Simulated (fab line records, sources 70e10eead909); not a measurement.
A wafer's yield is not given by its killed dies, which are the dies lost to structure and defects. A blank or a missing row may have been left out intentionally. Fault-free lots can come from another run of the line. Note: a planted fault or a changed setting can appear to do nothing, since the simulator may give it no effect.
A lot that was struck, set against a sound lot + flow nand harc + 17 steps out of a route of 1159
Sound: these wafers, L165.1, L165.2, L165.6. Struck: wafers L181.2, L181.5 (left out: L181.4, a lot-mate that was not struck); the cause follows at the end.
Order at every step that has rows: each side's tool, ch and its chambers, its first start. Under that, the readings that differ: sound wafers + struck wafers + difference of the means + sigmas: that difference in standard deviations of wafers without a fault.
alike: words and numbers the same on both sides, and readings whose means are apart by under 2 such deviations; not compared: readings that were withheld, readings missing a value for some wafer, numbers with overlapping values and no deviation given by the record, and bounds like >300 which may hide the same value.
A row with sigmas, a row that says differs or no value, or rows on one side alone: a step with any of these is where the two part. Numbers that don't overlap but have no deviation are shown without sigmas and don't part them. A reading that every wafer of one side lacks parts them only if that side has two wafers or more.

NHARC_P_M1_INSPECT_11:
  sound on defect inspect-01 at day 6 03:39; struck on defect inspect-02 at day 9 17:42
| reading          | sound | struck | difference | sigmas |
|------------------|-------|--------|------------|--------|
| raw defect count | 2 2 0 | 11 5   | +7         | +3     |
NHARC_P_M1_DESCUM_14: chemistry O2, time 3 s.
  sound on rie diel-11 ch 1,3, day 6 03:43; struck on rie diel-08 ch 0,2, day 9 17:46
| reading      | sound          | struck    | difference | sigmas |
|--------------|----------------|-----------|------------|--------|
| rf vpp V (V) | 55.7 58.2 57.1 | 58.8 60.1 | +2.5       | +3     |
  alike: drypump motor current A, oes product au, showerhead plenum p Torr, throttle valve pct
  not compared: rf hours counter h
then, 2 steps without rows for these wafers: NHARC_P_M1_ETCH_35 (etches the open film in N2/H2, target depth 40 nm, overetch 12 nm, time 43.94 s); NHARC_P_M1_ETCH_15 (etches the open film in C4F8/Ar, target depth 182.5 nm, time 91.2 s).
NHARC_P_M1_CD_MEAS_16:
  sound on cd sem-02 at day 6 04:01; struck on cd sem-03 at day 9 18:05
  alike: cd nm
NHARC_P_M1_STRIP_18: strips in N2/H2.
  sound on rie diel-11 ch 0,1, day 6 04:07; struck on rie diel-03 ch 0, day 9 18:10
| reading                     | sound                | struck        | difference | sigmas |
|-----------------------------|----------------------|---------------|------------|--------|
| drypump motor current A (A) | 6.6 6.0 6.6          | 5.2 5.2       | -1.2       | -3     |
| n2 flow sccm (sccm)         | 149.2 149.8 149.2    | 150.6 151.3   | +1.5       | +3     |
| throttle valve pct (%)      | 14.159 14.161 14.169 | 14.194 14.191 | +0.030     | +3     |
  alike: oes product au, rf vpp V, showerhead plenum p Torr
  not compared: rf hours counter h
then, 2 steps without rows for these wafers: NHARC_P_M1_ETCH_28 (etches the open film in CF4/N2, target depth 30 nm, time 72.99 s); NHARC_P_M1_STRIP_19 (strips in post etch residue remover, time 600 s).
NHARC_P_M1_DEGAS_29: time 60 s.
  sound on pvd sputter-01 at day 6 04:44; struck on pvd sputter-01 at day 9 18:47
  alike: heater power w
then, 2 steps without rows for these wafers: NHARC_P_M1_PRE_CLEAN_30 (time 30 s); NHARC_P_M1_PVD_20 (deposits TaN, target thk 5 nm, time 8.06 s).
NHARC_P_M1_PVD_21: deposits Cu, target thk 30 nm, time 20.49 s.
  sound on pvd sputter-01; struck on pvd sputter-01
  alike: throttle valve pct
NHARC_P_M1_ECD_22: material Cu, target thk 400 nm.
  sound on ecd cu-01 ch 0,1, day 6 05:05; struck on ecd cu-02 ch 0,1, day 9 19:13
NHARC_P_M1_ANNEAL_31: time 90 s.
  sound on rtp anneal-01 ch 0, day 6 05:30; struck on rtp anneal-01 ch 0, day 9 19:47
  alike: wafer_temp_C_max
NHARC_P_M1_CMP_23: polishes, t overpolish 20 s, target thk 157.82 nm.
  sound on cmp-04 ch 1,2, day 6 05:51; struck on cmp-01 ch 0,2, day 9 20:06
| reading                | sound          | struck    | difference | sigmas |
|------------------------|----------------|-----------|------------|--------|
| time to endpoint s (s) | 32.1 26.9 33.2 | 19.6 12.0 | -14.9      | -6     |
  alike: motor current A
  not compared: pad life wafers
NHARC_P_M1_THK_MEAS_24: measures by xrf.
  sound on film metro-01 at day 6 06:10; struck on film metro-02 at day 9 20:23
  alike: thk nm
-- record jumps: 14 days between struck wafers' starts before vs after; left off in module P_M1, resumes in module END, first step shown is number 1159 of the route --
NHARC_END_SORT_01:
  here the record holds rows for the struck wafers (prober-02 ch 0, day 23 13:11) but none for the sound ones

## WHERE THEY PART
At NHARC_P_M1_INSPECT_11 first; at NHARC_END_SORT_01 last (within this record only).

WHY: what the simulator had put in
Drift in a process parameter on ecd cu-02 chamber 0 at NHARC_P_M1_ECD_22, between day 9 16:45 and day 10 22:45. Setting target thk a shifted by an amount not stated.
